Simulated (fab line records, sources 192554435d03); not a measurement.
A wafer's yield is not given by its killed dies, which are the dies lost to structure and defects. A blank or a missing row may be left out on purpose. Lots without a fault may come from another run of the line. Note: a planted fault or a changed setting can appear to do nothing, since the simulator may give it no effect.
Matching of chambers / flow n5-finfet / N5_ZERO_LAYER_ETCH_18 on rie-si-04 has 4 sister chambers
The step etches Si in HBr/Cl2, target depth 120 nm, time 40 s. 20 wafers are shown with their chamber, then 10 later ones without.

## EACH WAFER AND ITS CHAMBER
wafer=L074.3; chamber=0; throttle-valve-pct (%)=37.3; drypump-motor-current-A (A)=6.0; oes-product-au (a.u.)=0.994
wafer=L074.4; chamber=1; throttle-valve-pct (%)=35.9; drypump-motor-current-A (A)=6.5; oes-product-au (a.u.)=0.991
wafer=L074.5; chamber=1; throttle-valve-pct (%)=35.9; drypump-motor-current-A (A)=6.5; oes-product-au (a.u.)=0.994
wafer=L075.2; chamber=1; throttle-valve-pct (%)=35.9; drypump-motor-current-A (A)=6.5; oes-product-au (a.u.)=0.995
wafer=L075.3; chamber=0; throttle-valve-pct (%)=37.3; drypump-motor-current-A (A)=6.0; oes-product-au (a.u.)=1.003
wafer=L075.5; chamber=0; throttle-valve-pct (%)=37.3; drypump-motor-current-A (A)=6.0; oes-product-au (a.u.)=1.000
wafer=L076.3; chamber=3; throttle-valve-pct (%)=36.3; drypump-motor-current-A (A)=5.7; oes-product-au (a.u.)=1.010
wafer=L076.5; chamber=0; throttle-valve-pct (%)=37.3; drypump-motor-current-A (A)=6.0; oes-product-au (a.u.)=0.998
wafer=L076.6; chamber=3; throttle-valve-pct (%)=36.3; drypump-motor-current-A (A)=5.7; oes-product-au (a.u.)=1.014
wafer=L082.2; chamber=0; throttle-valve-pct (%)=37.3; drypump-motor-current-A (A)=6.0; oes-product-au (a.u.)=1.005
wafer=L082.3; chamber=2; throttle-valve-pct (%)=35.7; drypump-motor-current-A (A)=5.2; oes-product-au (a.u.)=1.004
wafer=L082.5; chamber=3; throttle-valve-pct (%)=36.3; drypump-motor-current-A (A)=5.8; oes-product-au (a.u.)=1.019
wafer=L088.2; chamber=1; throttle-valve-pct (%)=35.9; drypump-motor-current-A (A)=6.5; oes-product-au (a.u.)=0.998
wafer=L088.4; chamber=3; throttle-valve-pct (%)=36.3; drypump-motor-current-A (A)=5.8; oes-product-au (a.u.)=1.024
wafer=L088.6; chamber=0; throttle-valve-pct (%)=37.3; drypump-motor-current-A (A)=6.0; oes-product-au (a.u.)=0.999
wafer=L089.1; chamber=3; throttle-valve-pct (%)=36.4; drypump-motor-current-A (A)=5.8; oes-product-au (a.u.)=1.019
wafer=L089.2; chamber=2; throttle-valve-pct (%)=35.7; drypump-motor-current-A (A)=5.2; oes-product-au (a.u.)=0.991
wafer=L089.3; chamber=0; throttle-valve-pct (%)=37.3; drypump-motor-current-A (A)=6.0; oes-product-au (a.u.)=1.001
wafer=L092.3; chamber=0; throttle-valve-pct (%)=37.3; drypump-motor-current-A (A)=6.0; oes-product-au (a.u.)=0.998
wafer=L092.4; chamber=1; throttle-valve-pct (%)=35.9; drypump-motor-current-A (A)=6.4; oes-product-au (a.u.)=0.995

SIGNATURES (means of the wafers above)
reading=throttle-valve-pct; chamber 0=37.300; chamber 1=35.900; chamber 2=35.700; chamber 3=36.320; scatter within a chamber=0.0224
reading=drypump-motor-current-A; chamber 0=6.000; chamber 1=6.480; chamber 2=5.200; chamber 3=5.760; scatter within a chamber=0.0354
reading=oes-product-au; chamber 0=0.99975; chamber 1=0.99460; chamber 2=0.99750; chamber 3=1.01720; scatter within a chamber=0.00436
Rule: for a wafer and a chamber, the distance is found by dividing, reading by reading, the gap between the wafer's reading and the chamber's mean by the reading's scatter, squaring, summing and taking the root. If the next closest chamber is less than 2 further off than the closest, the wafer can't be placed; otherwise it belongs to the closest. The scatter is the square root of a quotient: the sum, over the shown wafers, of each reading's squared deviation from its chamber's mean, divided by wafers minus chambers.

## WAFERS WITHOUT THEIR CHAMBER
wafer=L092.5; throttle-valve-pct (%)=36.3; drypump-motor-current-A (A)=5.8; oes-product-au (a.u.)=1.006
wafer=L093.1; throttle-valve-pct (%)=35.9; drypump-motor-current-A (A)=6.5; oes-product-au (a.u.)=0.993
wafer=L093.2; throttle-valve-pct (%)=35.7; drypump-motor-current-A (A)=5.2; oes-product-au (a.u.)=0.995
wafer=L093.5; throttle-valve-pct (%)=36.3; drypump-motor-current-A (A)=5.8; oes-product-au (a.u.)=1.016
wafer=L095.1; throttle-valve-pct (%)=35.9; drypump-motor-current-A (A)=6.4; oes-product-au (a.u.)=0.991
wafer=L095.3; throttle-valve-pct (%)=37.3; drypump-motor-current-A (A)=6.0; oes-product-au (a.u.)=1.001
wafer=L095.4; throttle-valve-pct (%)=36.3; drypump-motor-current-A (A)=5.7; oes-product-au (a.u.)=1.013
wafer=L096.2; throttle-valve-pct (%)=35.9; drypump-motor-current-A (A)=6.5; oes-product-au (a.u.)=0.993
wafer=L096.3; throttle-valve-pct (%)=35.6; drypump-motor-current-A (A)=5.1; oes-product-au (a.u.)=1.000
wafer=L096.6; throttle-valve-pct (%)=35.6; drypump-motor-current-A (A)=5.2; oes-product-au (a.u.)=1.000

## EACH ONE'S CHAMBER
wafer=L092.5; from the rows above=3; in truth=3
wafer=L093.1; from the rows above=1; in truth=1
wafer=L093.2; from the rows above=2; in truth=2
wafer=L093.5; from the rows above=3; in truth=3
wafer=L095.1; from the rows above=1; in truth=1
wafer=L095.3; from the rows above=0; in truth=0
wafer=L095.4; from the rows above=3; in truth=3
wafer=L096.2; from the rows above=1; in truth=1
wafer=L096.3; from the rows above=2; in truth=2
wafer=L096.6; from the rows above=2; in truth=2
Correctly placed: 10 of 10. Not placeable from these rows: 0. Placed wrongly: 0.
